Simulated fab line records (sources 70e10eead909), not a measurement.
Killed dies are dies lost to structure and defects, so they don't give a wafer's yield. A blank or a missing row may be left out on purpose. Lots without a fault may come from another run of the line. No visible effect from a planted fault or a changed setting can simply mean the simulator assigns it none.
Chamber matching | flow nandHarc | 3 sister chambers for NHARC_P_M2_PRE_CLEAN_32 on pecvd-03
The step time 12 s. 18 wafers are shown with their chamber, then 9 later ones without.

== WAFERS WITH THEIR CHAMBER ==
wafer  | chamber | heaterPowerW (W)
L081.2 | 0       | 634
L081.3 | 1       | 666
L081.4 | 0       | 637
L086.3 | 2       | 754
L086.5 | 0       | 678
L086.6 | 2       | 734
L087.3 | 1       | 581
L087.4 | 2       | 740
L087.5 | 0       | 687
L087.1 | 2       | 738
L087.2 | 0       | 654
L087.6 | 1       | 580
L089.2 | 2       | 646
L089.5 | 2       | 643
L089.6 | 0       | 714
L093.3 | 1       | 631
L093.4 | 0       | 672
L093.5 | 2       | 617

SIGNATURES (averages over the wafers above)
reading      | chamber 0 | chamber 1 | chamber 2 | scatter within a chamber
heaterPowerW | 668.00    | 614.50    | 696.00    | 44.9
Rule: distance of a wafer from a chamber = root of the sum over the readings of ((wafer's reading minus chamber's mean) / reading's scatter) squared. If the next closest chamber is less than 2 further off than the closest, the wafer can't be placed; otherwise it belongs to the closest. The scatter: take each reading less its chamber's mean, square it, sum over the shown wafers, divide by the number of wafers less the number of chambers, and take the root.

== WAFERS WITHOUT THEIR CHAMBER ==
wafer  | heaterPowerW (W)
L095.2 | 679
L095.3 | 704
L095.5 | 708
L094.1 | 669
L094.4 | 710
L094.5 | 729
L097.2 | 745
L097.3 | 681
L097.6 | 681

== THE CHAMBER EACH PASSED THROUGH ==
wafer  | from the rows above          | in truth
L095.2 | can't be placed: 0 or 2 or 1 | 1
L095.3 | can't be placed: 2 or 0 or 1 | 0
L095.5 | can't be placed: 2 or 0 or 1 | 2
L094.1 | can't be placed: 0 or 2 or 1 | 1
L094.4 | can't be placed: 2 or 0 or 1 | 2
L094.5 | can't be placed: 2 or 0 or 1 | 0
L097.2 | can't be placed: 2 or 0 or 1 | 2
L097.3 | can't be placed: 0 or 2 or 1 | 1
L097.6 | can't be placed: 0 or 2 or 1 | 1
Correctly placed: 0 of 9. Can't be placed from these rows: 9 (the true chamber is among the candidates in 9). Placed wrongly: 0.
